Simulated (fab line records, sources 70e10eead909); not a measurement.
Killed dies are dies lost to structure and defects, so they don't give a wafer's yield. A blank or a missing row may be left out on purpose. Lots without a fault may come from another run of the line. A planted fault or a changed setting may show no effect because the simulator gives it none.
Which tool did it? | flow nand_harc | 14 lots, 42 wafers sampled, at 4 steps of a route of 1302

WHAT THE GAUGES READ, wafer by wafer
NHARC_A_ONON_D1_THK_MEAS_18: measures by ellipsometry.
lot  | measured     | on            | thk_nm (nm)
L413 | day 8 10:17  | film_metro-01 | 1008 1006 1006
L414 | day 9 05:22  | film_metro-01 | 991 990 989
L415 | day 9 05:41  | film_metro-01 | 994 995 995
L416 | day 9 15:23  | film_metro-01 | 1002 1002 1004
L417 | day 10 09:53 | film_metro-01 | 983 986 984
L418 | day 10 09:54 | film_metro-02 | 1010 1008 1012
L419 | day 11 02:40 | film_metro-01 | 1000 1002 998
L422 | day 12 10:14 | film_metro-01 | 1005 1004 1005
L425 | day 13 19:14 | film_metro-02 | 1005 1004 1002
L426 | day 14 07:34 | film_metro-02 | 1001 1002 1001
L431 | day 15 21:16 | film_metro-02 | 1010 1010 1010
L432 | day 16 22:10 | film_metro-01 | 992 991 990
L433 | day 17 02:03 | film_metro-01 | 997 997 997
L435 | day 17 23:16 | film_metro-02 | 998 999 999

NHARC_A_CHANNEL_HOLE_D1_OVL_MEAS_11.
lot  | measured     | on         | overlay_x_nm (nm) | overlay_y_nm (nm)
L413 | day 8 15:58  | overlay-01 | -0.5 -0.5 -0.7    | -0.2 -0.5 -0.7
L414 | day 9 11:55  | overlay-02 | -2.0 -1.9 -1.9    | 1.8 1.4 1.5
L415 | day 9 13:20  | overlay-02 | 0.0 0.0 -0.3      | 0.6 1.2 0.5
L416 | day 9 21:01  | overlay-01 | 0.4 0.5 0.8       | -0.8 -1.3 -1.4
L417 | day 10 16:14 | overlay-01 | 0.2 -0.9 -0.4     | -0.8 -0.8 -0.5
L418 | day 10 15:31 | overlay-02 | -0.1 -0.1 -0.5    | 0.9 0.0 -0.1
L419 | day 11 10:43 | overlay-01 | -0.3 -0.6 -0.7    | 0.2 -0.4 0.1
L422 | day 12 15:56 | overlay-01 | 1.1 0.6 1.6       | -0.8 -0.2 -0.2
L425 | day 14 05:13 | overlay-01 | 1.3 1.4 0.8       | -0.6 -0.1 0.5
L426 | day 14 14:55 | overlay-01 | -0.5 -0.2 -0.2    | -0.4 -0.5 -0.3
L431 | day 16 04:07 | overlay-01 | -1.1 -0.9 -0.8    | 0.4 0.7 0.2
L432 | day 17 04:04 | overlay-02 | -0.4 -0.8 -0.2    | 0.4 0.6 0.3
L433 | day 17 07:58 | overlay-02 | -0.5 -0.3 -0.4    | -1.5 -1.9 -1.5
L435 | day 18 04:46 | overlay-02 | -0.4 -0.3 -0.2    | 1.1 0.4 0.7

NHARC_A_CHANNEL_HOLE_D1_INSPECT_12.
lot  | measured     | on                | raw_defect_count
L413 | day 8 15:59  | defect_inspect-02 | 2 3 7
L414 | day 9 11:58  | defect_inspect-02 | 4 3 3
L415 | day 9 13:22  | defect_inspect-02 | 1 5 4
L416 | day 9 21:04  | defect_inspect-02 | 5 3 7
L417 | day 10 16:16 | defect_inspect-01 | 6 3 6
L418 | day 10 15:33 | defect_inspect-02 | 4 5 5
L419 | day 11 10:46 | defect_inspect-02 | 7 11 6
L422 | day 12 15:59 | defect_inspect-01 | 3 1 7
L425 | day 14 05:16 | defect_inspect-01 | 3 7 9
L426 | day 14 14:58 | defect_inspect-02 | 4 5 6
L431 | day 16 04:09 | defect_inspect-02 | 6 6 9
L432 | day 17 04:06 | defect_inspect-01 | 3 5 3
L433 | day 17 08:01 | defect_inspect-02 | 7 6 6
L435 | day 18 04:49 | defect_inspect-02 | 4 5 4

WHICH TOOL RAN EACH LOT (tool, then ch and the chambers of the sampled wafers, then the start)
lot  | NHARC_A_CHANNEL_HOLE_D1_SOFTBAKE_05
L413 | litho_track-01 ch 0, day 8 15:00
L414 | litho_track-06 ch 0, day 9 11:00
L415 | litho_track-01 ch 0, day 9 12:00
L416 | litho_track-06 ch 0, day 9 20:00
L417 | litho_track-06 ch 0, day 10 15:00
L418 | litho_track-04 ch 0, day 10 14:00
L419 | litho_track-04 ch 0, day 11 10:00
L422 | litho_track-06 ch 0, day 12 15:00
L425 | litho_track-01 ch 0, day 14 04:00
L426 | litho_track-01 ch 0, day 14 14:00
L431 | litho_track-04 ch 0, day 16 03:00
L432 | litho_track-06 ch 0, day 17 03:00
L433 | litho_track-01 ch 0, day 17 07:00
L435 | litho_track-04 ch 0, day 18 04:00
- NHARC_A_CHANNEL_HOLE_D1_SOFTBAKE_05: time 55 s.

WHAT THE TOOLS THEMSELVES READ (means of the sampled wafers that have a number; where no wafer has one, the mark that the record gives instead)
NHARC_A_CHANNEL_HOLE_D1_SOFTBAKE_05.
lot  | tool           | heater_power_total_W (W) | plate_temp_C (C) | resist_line_temp_C (C)
L413 | litho_track-01 | 188.41                   | 104.99           | 23.07
L414 | litho_track-06 | 188.36                   | 104.76           | 23.14
L415 | litho_track-01 | 188.50                   | 105.02           | 22.88
L416 | litho_track-06 | 188.62                   | 104.95           | 23.12
L417 | litho_track-06 | 188.45                   | 105.09           | 23.05
L418 | litho_track-04 | 188.50                   | 104.72           | 22.96
L419 | litho_track-04 | 188.48                   | 104.92           | 23.02
L422 | litho_track-06 | 188.48                   | 105.16           | 23.11
L425 | litho_track-01 | 198.96                   | 109.46           | 22.98
L426 | litho_track-01 | 199.08                   | 109.38           | 22.95
L431 | litho_track-04 | 188.49                   | 104.99           | 22.99
L432 | litho_track-06 | 188.39                   | 105.00           | 22.89
L433 | litho_track-01 | 188.42                   | 104.91           | 23.09
L435 | litho_track-04 | 188.37                   | 105.02           | 22.89

THE ANSWER, worked out from the rows above alone
Rule: what is usual is taken from the lots themselves. Put in order of their means at a reading, lots are off if they are a third of the lots or fewer, leave a main group of 4 or more, and stand apart from it by a gap of 3 or more times the standard deviation of the main group's means; of several such gaps the widest counts. A main group whose means are all the same, to the digits that the tables above print for the reading, isn't used. A lot without any number at a reading at which 4 lots or more have one is off too. The other lots that the step has rows for count as sound. The gauges are gone through in route order, then the tools' own readings, and for those a lot's mean is taken as printed above. The first step at which some lot is off is used, and at that step the reading that is off furthest; a lot without a number counts as furthest.
Off: L425, L426, at NHARC_A_CHANNEL_HOLE_D1_SOFTBAKE_05 (heater_power_total_W). The main group: mean 188.46 W, standard deviation 0.069.
A tool fits if, at that step or a process step before it, it ran every lot that is off, and no sound lot after the first of them. None of those tried fits.

WHAT THE SIMULATOR HAD PUT IN
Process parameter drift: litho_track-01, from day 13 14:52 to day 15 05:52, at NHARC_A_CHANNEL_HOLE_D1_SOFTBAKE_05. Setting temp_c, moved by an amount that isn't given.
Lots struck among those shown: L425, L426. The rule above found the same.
